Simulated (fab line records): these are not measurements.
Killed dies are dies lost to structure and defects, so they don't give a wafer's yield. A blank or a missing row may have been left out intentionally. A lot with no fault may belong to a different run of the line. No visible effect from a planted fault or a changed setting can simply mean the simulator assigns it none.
fab line records | flow n5Finfet | part 1 of 2: steps 1 to 26 of 32
[record] lots = 5 | wafers = 15 | lastDay = 17
route steps=1938 shown STI_FIN_REVEAL@208 DUMMY_GATE@212
lots that met no fault: taken from a fault-free run of the same line
startH: hours from the record's first day to the start of the lot's first wafer shown | waitH: hours elapsed since this lot's preceding step | " as in the row above | L1.1+2: a single row standing in for several wafers | - no value, or no start was given | * or withheld: withheld | < > ~ a bound
route shown NAME@n: names a module that has steps shown in the file, with the first one's number in the route | usual: mean and standard deviation over wafers with no fault | same: alike in all rows | chamber/n: place in a boat | sites: the reading at each site | _std_site: the values' standard deviation | _edge_site: the outer-site mean with the inner-site mean subtracted | radiusMm: how far each site lies from the wafer's centre | mask NAME#n: copy n | behind: the tool/chamber that last shaped the wafer | hold: reason for holding the lot/hours on hold/outcome of the hold | device: the n, p or np transistor that did not switch | end of line: tests run on the same wafers once the route is complete | where a step has no rows: the recipe by itself | killed: not the wafer's yield, but the dies lost to structure and defects at the first sort | map: the dies of a wafer, with x for killed, . for not killed, _ for no die there
set.NAME: the run value of the setting; set.NAME@STEP: its run value at that earlier step | model.NAME: the simulator's own value behind a step, which no gauge read
certain route steps with their lots: each step a table, each wafer a row
services: a tool's chamber out of use, with start hour (startH, from the record's first day; less than 0 if before it), hours out, and reason
[[steps]]
[step N5_STI_FIN_REVEAL_FIN_H_MEAS_10]
[usual] trenchDepthNm = 51.9/0.66
lot.wafer | tool   | chamber | startH | waitH | trenchDepthNm
L074.2    | ocd-01 | -       | 37.76  | 0.0   | 51.9
L074.3    | "      | -       | "      | "     | 52.2
L074.5    | "      | -       | "      | "     | 51.7
L079.1    | ocd-02 | -       | 65.99  | 0.0   | 50.7
L079.2    | "      | -       | "      | "     | 51.5
L079.6    | "      | -       | "      | "     | 51.8
L092.3    | ocd-01 | -       | 144.43 | 0.0   | 50.7
L092.4    | "      | -       | "      | "     | 51.4
L092.6    | "      | -       | "      | "     | 51.4
L094.2    | ocd-01 | -       | 158.31 | 0.0   | 51.9
L094.3    | "      | -       | "      | "     | 52.7
L094.6    | "      | -       | "      | "     | 51.0
L097.3    | ocd-02 | -       | 174.65 | 0.0   | 52.8
L097.4    | "      | -       | "      | "     | 53.0
L097.6    | "      | -       | "      | "     | 52.2
[step N5_STI_FIN_REVEAL_PRECLEAN_18]
[recipe] chemistry = SC2 | timeS = 45 | tempC = 35 | mix = 1:1:50
lot.wafer  | tool        | chamber | startH | waitH
L074.2+3+5 | wetBench-03 | 4,1,3   | 37.79  | 0.0
L079.1+2+6 | wetBench-03 | 5,4,7   | 66.03  | 0.0
L092.3+4+6 | wetBench-01 | 4,1,5   | 144.46 | 0.0
L094.2+3+6 | wetBench-02 | 7,1,2   | 158.34 | 0.0
L097.3+4+6 | wetBench-02 | 4,5,6   | 174.68 | 0.0
[step N5_STI_FIN_REVEAL_SRD_28]
[recipe] dry = ipaMarangoni | timeS = 30 | tempC = 23 | rinseLiquid = diw
lot.wafer  | tool        | chamber | startH | waitH
L074.2+3+5 | wetBench-03 | 4,1,3   | 37.81  | 0.0
L079.1+2+6 | wetBench-03 | 5,4,7   | 66.04  | 0.0
L092.3+4+6 | wetBench-01 | 4,1,5   | 144.47 | 0.0
L094.2+3+6 | wetBench-02 | 7,1,2   | 158.36 | 0.0
L097.3+4+6 | wetBench-02 | 4,5,6   | 174.70 | 0.0
[step N5_STI_FIN_REVEAL_INSPECT_13]
[recipe] inspectInstrument = darkfield | mode = postClean
[usual] rawDefectCount = 13/5.9
lot.wafer | tool             | chamber | startH | waitH | rawDefectCount
L074.2    | defectInspect-01 | -       | 37.85  | 0.0   | 32
L074.3    | "                | -       | "      | "     | 13
L074.5    | "                | -       | "      | "     | 15
L079.1    | defectInspect-02 | -       | 66.08  | 0.0   | 16
L079.2    | "                | -       | "      | "     | 26
L079.6    | "                | -       | "      | "     | 13
L092.3    | defectInspect-01 | -       | 144.52 | 0.0   | 10
L092.4    | "                | -       | "      | "     | 7
L092.6    | "                | -       | "      | "     | 10
L094.2    | defectInspect-02 | -       | 158.40 | 0.0   | 5
L094.3    | "                | -       | "      | "     | 14
L094.6    | "                | -       | "      | "     | 15
L097.3    | defectInspect-01 | -       | 174.74 | 0.0   | 10
L097.4    | "                | -       | "      | "     | 10
L097.6    | "                | -       | "      | "     | 5
[step N5_DUMMY_GATE_PRECLEAN_00]
[recipe] chemistry = O3/DIW | timeS = 60 | tempC = 22 | o3Ppm = 10
lot.wafer  | tool        | chamber | startH | waitH
L074.2+3+5 | wetBench-04 | 5,4,2   | 37.87  | 0.0
L079.1+2+6 | wetBench-05 | 4,2,0   | 66.11  | 0.0
L092.3+4+6 | wetBench-05 | 6,4,3   | 144.54 | 0.0
L094.2+3+6 | wetBench-06 | 0,6,3   | 158.42 | 0.0
L097.3+4+6 | wetBench-04 | 6,1,7   | 174.76 | 0.0
[step N5_DUMMY_GATE_SRD_01]
[recipe] timeS = 30 | tempC = 23 | rinseLiquid = diw | dry = ipaMarangoni
lot.wafer  | tool        | chamber | startH | waitH
L074.2+3+5 | wetBench-04 | 5,4,2   | 37.89  | 0.0
L079.1+2+6 | wetBench-05 | 4,2,0   | 66.13  | 0.0
L092.3+4+6 | wetBench-05 | 6,4,3   | 144.56 | 0.0
L094.2+3+6 | wetBench-06 | 0,6,3   | 158.44 | 0.0
L097.3+4+6 | wetBench-04 | 6,1,7   | 174.80 | 0.0
[step N5_DUMMY_GATE_ALD_02]
[recipe] material = SiO2 | targetThkA = 20 | tempC = 300 | aldPrecursorFamily = BDEAS | aldCoReactant = O2-plasma | pulseTimeS = 1 | pressureTorr = 2
[usual] heaterPowerW = 484/41 | precursorPulseHeightRel = 1.000/0.019
lot.wafer | tool      | chamber | startH | waitH | heaterPowerW | precursorPulseHeightRel
L074.2    | aldSin-01 | 1       | 38.18  | 0.3   | 479          | 0.984
L074.3    | "         | 2       | "      | "     | 434          | 0.983
L074.5    | "         | 2       | "      | "     | 421          | 0.999
L079.1    | aldSin-04 | 3       | 66.81  | 0.7   | 487          | 1.010
L079.2    | "         | 2       | "      | "     | 452          | 0.985
L079.6    | "         | 3       | "      | "     | 483          | 0.986
L092.3    | aldSin-02 | 0       | 144.61 | 0.0   | 586          | 1.013
L092.4    | "         | 2       | "      | "     | 469          | 1.029
L092.6    | "         | 3       | "      | "     | 461          | 0.963
L094.2    | aldSin-01 | 0       | 158.60 | 0.1   | 524          | 0.993
L094.3    | "         | 2       | "      | "     | 428          | 0.992
L094.6    | "         | 2       | "      | "     | 433          | 0.985
L097.3    | aldSin-01 | 3       | 174.87 | 0.0   | 500          | 1.008
L097.4    | "         | 0       | "      | "     | 514          | 1.026
L097.6    | "         | 3       | "      | "     | 512          | 0.995
[step N5_DUMMY_GATE_CVD_03]
[recipe] material = a-Si | targetThkA = 1500 | tempC = 530 | precursor = SiH4 | timeS = 8042
[usual] spikeTcLowerC = 530.5/1.1 | zonePowerCentrePct = 6.8/0.35 | zonePowerUpperPct = 6.8/0.5
lot.wafer | tool     | chamber | startH | waitH | spikeTcLowerC | zonePowerCentrePct | zonePowerUpperPct
L074.2    | lpcvd-02 | 0/95    | 38.28  | 0.1   | 531.5         | 6.4                | 7.1
L074.3    | "        | 0/100   | "      | "     | 531.5         | 6.4                | 7.1
L074.5    | "        | 0/109   | "      | "     | 531.5         | 6.4                | 7.1
L079.1    | lpcvd-02 | 1/40    | 66.91  | 0.1   | 530.1         | 6.9                | 6.3
L079.2    | "        | 1/45    | "      | "     | 530.1         | 6.9                | 6.3
L079.6    | "        | 1/64    | "      | "     | 530.1         | 6.9                | 6.3
L092.3    | lpcvd-01 | 0/25    | 144.72 | 0.1   | 528.9         | 7.4                | 7.4
L092.4    | "        | 0/29    | "      | "     | 528.9         | 7.4                | 7.4
L092.6    | "        | 0/39    | "      | "     | 528.9         | 7.4                | 7.4
L094.2    | lpcvd-02 | 0/20    | 158.71 | 0.1   | 530.9         | 6.3                | 7.1
L094.3    | "        | 0/25    | "      | "     | 530.9         | 6.3                | 7.1
L094.6    | "        | 0/39    | "      | "     | 530.9         | 6.3                | 7.1
L097.3    | lpcvd-02 | 0/25    | 174.97 | 0.1   | 531.4         | 6.4                | 7.1
L097.4    | "        | 0/29    | "      | "     | 531.4         | 6.4                | 7.1
L097.6    | "        | 0/39    | "      | "     | 531.4         | 6.4                | 7.1
[step N5_DUMMY_GATE_PRECLEAN_46]
[recipe] chemistry = DIW | timeS = 89.5 | tempC = 23
lot.wafer  | tool        | chamber | startH | waitH
L074.2+3+5 | wetBench-05 | 1,0,6   | 41.96  | 0.0
L079.1+2+6 | wetBench-04 | 2,6,1   | 70.59  | 0.0
L092.3+4+6 | wetBench-04 | 0,3,7   | 148.39 | 0.0
L094.2+3+6 | wetBench-06 | 7,0,1   | 162.40 | 0.0
L097.3+4+6 | wetBench-05 | 7,0,6   | 178.66 | 0.0
[step N5_DUMMY_GATE_SRD_47]
[recipe] dryTimeS = 32 | dry = n2Spin | spinRpm = 1500
lot.wafer  | tool        | chamber | startH | waitH
L074.2+3+5 | wetBench-05 | 1,0,6   | 41.99  | 0.0
L079.1+2+6 | wetBench-04 | 2,6,1   | 70.62  | 0.0
L092.3+4+6 | wetBench-04 | 0,3,7   | 148.45 | 0.0
L094.2+3+6 | wetBench-06 | 7,0,1   | 162.43 | 0.0
L097.3+4+6 | wetBench-05 | 7,0,6   | 178.69 | 0.0
[step N5_DUMMY_GATE_CMP_04]
[recipe] material = a-Si | postCmpClean = alkalineBrush
[usual] motorCurrentA = 10.4/1.3 | retainingRingPressureFrac = 1.000/0.005 | timeToEndpointS = 12.4/2.2
lot.wafer | tool   | chamber | startH | waitH | motorCurrentA | retainingRingPressureFrac | timeToEndpointS
L074.2    | cmp-04 | 3       | 42.02  | 0.0   | 10.0          | 1.000                     | 15.0
L074.3    | "      | 1       | "      | "     | 12.5          | 1.003                     | 12.4
L074.5    | "      | 3       | "      | "     | 9.8           | 1.004                     | 13.5
L079.2    | cmp-04 | 3       | 70.90  | 0.3   | 9.4           | 0.998                     | 12.5
L079.1    | "      | 0       | "      | "     | 10.4          | 0.997                     | 13.4
L079.6    | "      | 3       | "      | "     | 9.1           | 0.994                     | 13.0
L092.4    | cmp-01 | 2       | 148.49 | 0.0   | 10.0          | 1.000                     | 10.7
L092.3    | "      | 1       | "      | "     | 8.4           | 1.007                     | 10.2
L092.6    | "      | 2       | "      | "     | 10.3          | 0.999                     | 11.1
L094.2    | cmp-04 | 0       | 162.49 | 0.1   | 9.7           | 1.003                     | 12.8
L094.3    | "      | 1       | "      | "     | 11.9          | 1.006                     | 10.0
L094.6    | "      | 3       | "      | "     | 9.3           | 1.005                     | 11.6
L097.4    | cmp-02 | 2       | 178.75 | 0.1   | 10.2          | 0.997                     | 10.3
L097.3    | "      | 0       | "      | "     | 11.5          | 0.997                     | 12.0
L097.6    | "      | 1       | "      | "     | 10.2          | 0.999                     | 11.0
[step N5_DUMMY_GATE_THK_MEAS_05]
[usual] thkNm = 71.5/1.1
lot.wafer | tool         | chamber | startH | waitH | thkNm
L074.2    | filmMetro-02 | -       | 42.26  | 0.2   | 73.4
L074.3    | "            | -       | "      | "     | 71.5
L074.5    | "            | -       | "      | "     | 73.3
L079.1    | filmMetro-02 | -       | 71.11  | 0.1   | 71.6
L079.2    | "            | -       | "      | "     | 73.0
L079.6    | "            | -       | "      | "     | 73.6
L092.3    | filmMetro-02 | -       | 148.73 | 0.1   | 71.6
L092.4    | "            | -       | "      | "     | 71.2
L092.6    | "            | -       | "      | "     | 71.6
L094.2    | filmMetro-01 | -       | 162.70 | 0.2   | 71.7
L094.3    | "            | -       | "      | "     | 72.0
L094.6    | "            | -       | "      | "     | 72.6
L097.3    | filmMetro-01 | -       | 178.96 | 0.1   | 71.8
L097.4    | "            | -       | "      | "     | 70.1
L097.6    | "            | -       | "      | "     | 71.0
[step N5_DUMMY_GATE_HM_DEP_06]
[recipe] material = SiNx | targetThkA = 800 | precursor = DCS/NH3 | tempC = 700 | pressureMtorr = 300 | timeS = 5141
[usual] spikeTcLowerC = 699.5/1.3 | zonePowerCentrePct = 11.0/0.55 | zonePowerUpperPct = 11.6/0.52
lot.wafer | tool     | chamber | startH | waitH | spikeTcLowerC | zonePowerCentrePct | zonePowerUpperPct
L074.2    | lpcvd-01 | 1/45    | 42.29  | 0.0   | 698.1         | 10.9               | 11.4
L074.3    | "        | 1/50    | "      | "     | 698.1         | 10.9               | 11.4
L074.5    | "        | 1/59    | "      | "     | 698.1         | 10.9               | 11.4
L079.1    | lpcvd-01 | 0/15    | 71.13  | 0.0   | 699.4         | 11.8               | 12.0
L079.2    | "        | 0/20    | "      | "     | 699.4         | 11.8               | 12.0
L079.6    | "        | 0/39    | "      | "     | 699.4         | 11.8               | 12.0
L092.3    | lpcvd-02 | 1/25    | 148.76 | 0.0   | 701.3         | 10.9               | 10.1
L092.4    | "        | 1/29    | "      | "     | 701.3         | 10.9               | 10.1
L092.6    | "        | 1/39    | "      | "     | 701.3         | 10.9               | 10.1
L094.2    | lpcvd-02 | 1/20    | 162.73 | 0.0   | 701.3         | 10.9               | 10.1
L094.3    | "        | 1/25    | "      | "     | 701.3         | 10.9               | 10.1
L094.6    | "        | 1/39    | "      | "     | 701.3         | 10.9               | 10.1
L097.3    | lpcvd-01 | 0/75    | 178.99 | 0.0   | 698.6         | 11.7               | 12.1
L097.4    | "        | 0/79    | "      | "     | 698.6         | 11.7               | 12.1
L097.6    | "        | 0/89    | "      | "     | 698.6         | 11.7               | 12.1
[step N5_DUMMY_GATE_PECVD_30]
[recipe] material = SiO2 | targetThkA = 550 | tempC = 400 | precursor = TEOS/O2 | pressureTorr = 6.5 | rfW = withheld | teosFlowSccm = withheld | gas = O2 | flowSccm = 2650 | timeS = 10.8
lot.wafer  | tool     | chamber | startH | waitH
L074.2+3+5 | pecvd-02 | 0,1,1   | 46.23  | 0.0
L079.1+2+6 | pecvd-04 | 2,0,2   | 75.09  | 0.0
L092.3+4+6 | pecvd-01 | 1,2,1   | 152.72 | 0.1
L094.2+3+6 | pecvd-01 | 1,0,2   | 166.67 | 0.0
L097.3+4+6 | pecvd-02 | 1,1,0   | 184.89 | 0.0
[step N5_DUMMY_GATE_COAT_34]
[recipe] resist = SOC | tempC = 250 | timeS = 60 | spinRpm = 1500 | resistThkNm = 60
[usual] exhaustPa = 45.0/0.85 | plateTempC = 250.04/0.16
lot.wafer | tool          | chamber | startH | waitH | exhaustPa | plateTempC
L074.2    | lithoTrack-03 | 0       | 46.29  | 0.0   | 45.8      | 250.24
L074.3    | "             | 0       | "      | "     | 45.6      | 249.98
L074.5    | "             | 0       | "      | "     | 45.4      | 250.16
L079.1    | lithoTrack-02 | 0       | 75.15  | 0.0   | 45.3      | 249.87
L079.2    | "             | 0       | "      | "     | 46.1      | 249.90
L079.6    | "             | 0       | "      | "     | 44.3      | 249.81
L092.3    | lithoTrack-03 | 0       | 152.77 | 0.0   | 44.2      | 250.11
L092.4    | "             | 0       | "      | "     | 45.0      | 250.20
L092.6    | "             | 0       | "      | "     | 45.8      | 249.96
L094.2    | lithoTrack-05 | 0       | 166.73 | 0.0   | 45.6      | 250.11
L094.3    | "             | 0       | "      | "     | 45.1      | 250.15
L094.6    | "             | 0       | "      | "     | 45.6      | 250.07
L097.3    | lithoTrack-05 | 0       | 184.94 | 0.0   | 45.3      | 250.09
L097.4    | "             | 0       | "      | "     | 44.8      | 250.31
L097.6    | "             | 0       | "      | "     | 45.3      | 249.96
[step N5_DUMMY_GATE_COAT_35]
[recipe] resist = SiARC | tempC = 220 | timeS = 60 | spinRpm = 1500 | resistThkNm = 10
[usual] exhaustPa = 45.0/0.84 | plateTempC = 219.99/0.17
lot.wafer | tool          | chamber | startH | waitH | exhaustPa | plateTempC
L074.2    | lithoTrack-03 | 0       | -      | -     | 44.4      | 219.73
L074.3    | "             | 0       | "      | "     | 44.9      | 219.72
L074.5    | "             | 0       | "      | "     | 44.4      | 219.98
L079.1    | lithoTrack-02 | 0       | -      | -     | 45.0      | 220.26
L079.2    | "             | 0       | "      | "     | 44.6      | 220.35
L079.6    | "             | 0       | "      | "     | 45.3      | 220.10
L092.3    | lithoTrack-03 | 0       | -      | -     | 44.4      | 220.09
L092.4    | "             | 0       | "      | "     | 44.6      | 219.97
L092.6    | "             | 0       | "      | "     | 44.4      | 220.05
L094.2    | lithoTrack-05 | 0       | -      | -     | 43.8      | 219.87
L094.3    | "             | 0       | "      | "     | 44.4      | 219.70
L094.6    | "             | 0       | "      | "     | 44.6      | 219.93
L097.3    | lithoTrack-05 | 0       | -      | -     | 45.9      | 220.23
L097.4    | "             | 0       | "      | "     | 45.8      | 220.00
L097.6    | "             | 0       | "      | "     | 44.8      | 220.05
[step N5_DUMMY_GATE_COAT_28]
[recipe] resist = underlayer | tempC = 205 | timeS = 60 | spinRpm = 1500 | resistThkNm = 10
[usual] exhaustPa = 45.0/0.8 | plateTempC = 205.00/0.15
lot.wafer | tool          | chamber | startH | waitH | exhaustPa | plateTempC
L074.2    | lithoTrack-03 | 0       | -      | -     | 44.7      | 205.16
L074.3    | "             | 0       | "      | "     | 46.2      | 205.05
L074.5    | "             | 0       | "      | "     | 46.2      | 205.13
L079.1    | lithoTrack-02 | 0       | -      | -     | 43.5      | 205.06
L079.2    | "             | 0       | "      | "     | 42.9      | 205.07
L079.6    | "             | 0       | "      | "     | 43.8      | 205.12
L092.3    | lithoTrack-03 | 0       | -      | -     | 43.9      | 204.68
L092.4    | "             | 0       | "      | "     | 44.8      | 204.89
L092.6    | "             | 0       | "      | "     | 45.7      | 204.72
L094.2    | lithoTrack-05 | 0       | -      | -     | 45.8      | 205.09
L094.3    | "             | 0       | "      | "     | 45.0      | 205.00
L094.6    | "             | 0       | "      | "     | 45.2      | 205.07
L097.3    | lithoTrack-05 | 0       | -      | -     | 45.2      | 205.19
L097.4    | "             | 0       | "      | "     | 44.7      | 205.07
L097.6    | "             | 0       | "      | "     | 45.7      | 205.08
[step N5_DUMMY_GATE_COAT_09]
[recipe] resist = CAR-EUV | spinRpm = 1500 | resistThkNm = 30
[usual] exhaustPa = 45.0/0.84
lot.wafer | tool          | chamber | startH | waitH | exhaustPa
L074.2    | lithoTrack-03 | 0       | -      | -     | 45.8
L074.3    | "             | 0       | "      | "     | 45.7
L074.5    | "             | 0       | "      | "     | 45.7
L079.1    | lithoTrack-02 | 0       | -      | -     | 46.2
L079.2    | "             | 0       | "      | "     | 46.5
L079.6    | "             | 0       | "      | "     | 44.5
L092.3    | lithoTrack-03 | 0       | -      | -     | 45.4
L092.4    | "             | 0       | "      | "     | 45.4
L092.6    | "             | 0       | "      | "     | 45.1
L094.2    | lithoTrack-05 | 0       | -      | -     | 45.0
L094.3    | "             | 0       | "      | "     | 44.0
L094.6    | "             | 0       | "      | "     | 44.1
L097.3    | lithoTrack-05 | 0       | -      | -     | 44.5
L097.4    | "             | 0       | "      | "     | 44.8
L097.6    | "             | 0       | "      | "     | 44.9
[step N5_DUMMY_GATE_EBR_11]
[recipe] solvent = PGMEA | ebrWidthMm = 1.5
[usual] exhaustPa = 45.2/0.82
lot.wafer | tool          | chamber | startH | waitH | exhaustPa
L074.2    | lithoTrack-03 | 0       | -      | -     | 46.6
L074.3    | "             | 0       | "      | "     | 46.5
L074.5    | "             | 0       | "      | "     | 46.3
L079.1    | lithoTrack-02 | 0       | -      | -     | 45.3
L079.2    | "             | 0       | "      | "     | 45.2
L079.6    | "             | 0       | "      | "     | 45.1
L092.3    | lithoTrack-03 | 0       | -      | -     | 45.8
L092.4    | "             | 0       | "      | "     | 45.0
L092.6    | "             | 0       | "      | "     | 45.3
L094.2    | lithoTrack-05 | 0       | -      | -     | 45.0
L094.3    | "             | 0       | "      | "     | 46.0
L094.6    | "             | 0       | "      | "     | 46.0
L097.3    | lithoTrack-05 | 0       | -      | -     | 44.1
L097.4    | "             | 0       | "      | "     | 44.2
L097.6    | "             | 0       | "      | "     | 45.8
[step N5_DUMMY_GATE_SOFTBAKE_10]
[recipe] tempC = 110 | timeS = 60 | resist = CAR-EUV
[usual] exhaustPa = 44.9/0.98 | plateTempC = 109.98/0.12
lot.wafer | tool          | chamber | startH | waitH | exhaustPa | plateTempC
L074.2    | lithoTrack-03 | 0       | -      | -     | 45.5      | 109.88
L074.3    | "             | 0       | "      | "     | 44.7      | 109.88
L074.5    | "             | 0       | "      | "     | 44.1      | 110.04
L079.1    | lithoTrack-02 | 0       | -      | -     | 44.3      | 109.80
L079.2    | "             | 0       | "      | "     | 43.3      | 109.98
L079.6    | "             | 0       | "      | "     | 44.3      | 109.66
L092.3    | lithoTrack-03 | 0       | -      | -     | 44.9      | 110.19
L092.4    | "             | 0       | "      | "     | 44.8      | 110.07
L092.6    | "             | 0       | "      | "     | 45.1      | 109.92
L094.2    | lithoTrack-05 | 0       | -      | -     | 42.7      | 110.07
L094.3    | "             | 0       | "      | "     | 45.1      | 109.81
L094.6    | "             | 0       | "      | "     | 44.7      | 109.87
L097.3    | lithoTrack-05 | 0       | -      | -     | 44.2      | 109.96
L097.4    | "             | 0       | "      | "     | 44.6      | 109.75
L097.6    | "             | 0       | "      | "     | 44.2      | 110.01
[step N5_DUMMY_GATE_EXPOSE_12]
[recipe] maskId = GATE | na = 0.33 | sourceShape = annular | sigmaInner = 0.2 | sigmaOuter = 0.6 | polarization = unpolarized | targetCdNm = 25 | doseMj = 34
lot.wafer  | tool          | chamber | startH | waitH | mask
L074.2+3+5 | euvScanner-02 | 0       | 46.43  | -     | GATE#0
L079.1+2+6 | euvScanner-02 | 0       | 75.42  | -     | GATE#0
L092.3+4+6 | euvScanner-02 | 0       | 157.58 | -     | GATE#0
L094.2+3+6 | euvScanner-02 | 0       | 166.99 | -     | GATE#0
L097.3+4+6 | euvScanner-02 | 0       | 185.09 | -     | GATE#0
[step N5_DUMMY_GATE_PEB_13]
[recipe] pebTempC = 100 | pebTimeS = 60 | resist = CAR-EUV
[usual] exhaustPa = 44.9/0.87 | plateTempC = 100.02/0.14
lot.wafer | tool          | chamber | startH | waitH | exhaustPa | plateTempC
L074.2    | lithoTrack-05 | 0       | 46.48  | 0.0   | 46.9      | 100.20
L074.3    | "             | 0       | "      | "     | 45.7      | 100.11
L074.5    | "             | 0       | "      | "     | 46.1      | 100.06
L079.1    | lithoTrack-03 | 0       | 75.48  | 0.1   | 46.1      | 99.92
L079.2    | "             | 0       | "      | "     | 45.7      | 100.28
L079.6    | "             | 0       | "      | "     | 45.5      | 100.07
L092.3    | lithoTrack-05 | 0       | 157.63 | 0.0   | 45.4      | 100.08
L092.4    | "             | 0       | "      | "     | 45.8      | 100.03
L092.6    | "             | 0       | "      | "     | 44.9      | 100.23
L094.2    | lithoTrack-03 | 0       | 167.05 | 0.0   | 46.7      | 99.77
L094.3    | "             | 0       | "      | "     | 45.1      | 100.07
L094.6    | "             | 0       | "      | "     | 46.5      | 99.91
L097.3    | lithoTrack-02 | 0       | 185.14 | 0.0   | 45.5      | 100.12
L097.4    | "             | 0       | "      | "     | 45.6      | 100.14
L097.6    | "             | 0       | "      | "     | 46.0      | 100.08
[step N5_DUMMY_GATE_DEVELOP_14]
[recipe] developTimeS = 30 | developer = TMAH | resist = CAR-EUV | rinseLiquid = surfactantRinse | dry = airSpin | devTempC = 23
[usual] exhaustPa = 45.0/0.89
lot.wafer | tool          | chamber | startH | waitH | exhaustPa
L074.2    | lithoTrack-05 | 0       | -      | -     | 46.3
L074.3    | "             | 0       | "      | "     | 44.8
L074.5    | "             | 0       | "      | "     | 45.7
L079.1    | lithoTrack-03 | 0       | -      | -     | 43.9
L079.2    | "             | 0       | "      | "     | 45.5
L079.6    | "             | 0       | "      | "     | 45.5
L092.3    | lithoTrack-05 | 0       | -      | -     | 45.7
L092.4    | "             | 0       | "      | "     | 44.7
L092.6    | "             | 0       | "      | "     | 46.3
L094.2    | lithoTrack-03 | 0       | -      | -     | 45.0
L094.3    | "             | 0       | "      | "     | 46.4
L094.6    | "             | 0       | "      | "     | 45.9
L097.3    | lithoTrack-02 | 0       | -      | -     | 44.4
L097.4    | "             | 0       | "      | "     | 44.7
L097.6    | "             | 0       | "      | "     | 43.8
[step N5_DUMMY_GATE_CD_MEAS_15]
[recipe] targetCdNm = 25.8 | landingEnergyEv = 500 | detector = seInlens
[usual] cdNm = 24.96/0.22
[same] landingEnergyEv = 500
lot.wafer | tool     | chamber | startH | waitH | cdNm
L074.2    | cdSem-02 | 0       | 46.55  | -     | 25.26
L074.3    | "        | 0       | "      | "     | 24.62
L074.5    | "        | 0       | "      | "     | 25.03
L079.1    | cdSem-03 | 0       | 75.55  | -     | 24.78
L079.2    | "        | 0       | "      | "     | 24.67
L079.6    | "        | 0       | "      | "     | 24.96
L092.3    | cdSem-02 | 0       | 157.70 | -     | 25.28
L092.4    | "        | 0       | "      | "     | 24.98
L092.6    | "        | 0       | "      | "     | 24.91
L094.2    | cdSem-01 | 0       | 167.12 | -     | 24.82
L094.3    | "        | 0       | "      | "     | 24.85
L094.6    | "        | 0       | "      | "     | 25.00
L097.3    | cdSem-02 | 0       | 185.21 | -     | 24.99
L097.4    | "        | 0       | "      | "     | 24.77
L097.6    | "        | 0       | "      | "     | 24.98
[step N5_DUMMY_GATE_OVL_MEAS_16]
[recipe] pointsPerWafer = 522
[usual] GATE_OVL = -0.2/0.57
lot.wafer | tool       | chamber | startH | waitH | GATE_OVL[nm]
L074.2    | overlay-02 | 0       | 46.60  | 0.0   | 0.1
L074.3    | "          | 0       | "      | "     | 0.0
L074.5    | "          | 0       | "      | "     | 0.1
L079.1    | overlay-02 | 0       | 75.59  | 0.0   | -0.4
L079.2    | "          | 0       | "      | "     | -1.7
L079.6    | "          | 0       | "      | "     | -1.2
L092.3    | overlay-02 | 0       | 157.74 | 0.0   | 0.2
L092.4    | "          | 0       | "      | "     | -0.2
L092.6    | "          | 0       | "      | "     | -0.6
L094.2    | overlay-02 | 0       | 167.16 | 0.0   | -0.6
L094.3    | "          | 0       | "      | "     | 0.5
L094.6    | "          | 0       | "      | "     | -0.5
L097.3    | overlay-02 | 0       | 185.26 | 0.0   | -0.9
L097.4    | "          | 0       | "      | "     | -0.2
L097.6    | "          | 0       | "      | "     | 0.5
[step N5_DUMMY_GATE_INSPECT_17]
[recipe] mode = adi | inspectInstrument = brightfield
[usual] rawDefectCount = 209/50
lot.wafer | tool             | chamber | startH | waitH | rawDefectCount
L074.2    | defectInspect-01 | -       | 46.65  | 0.0   | 100
L074.3    | "                | -       | "      | "     | 201
L074.5    | "                | -       | "      | "     | 225
L079.1    | defectInspect-01 | -       | 75.65  | 0.1   | 242
L079.2    | "                | -       | "      | "     | 181
L079.6    | "                | -       | "      | "     | 224
L092.3    | defectInspect-01 | -       | 157.79 | 0.0   | 295
L092.4    | "                | -       | "      | "     | 194
L092.6    | "                | -       | "      | "     | 247
L094.2    | defectInspect-01 | -       | 167.21 | 0.0   | 191
L094.3    | "                | -       | "      | "     | 233
L094.6    | "                | -       | "      | "     | 228
L097.3    | defectInspect-02 | -       | 185.31 | 0.0   | 150
L097.4    | "                | -       | "      | "     | 104
L097.6    | "                | -       | "      | "     | 224
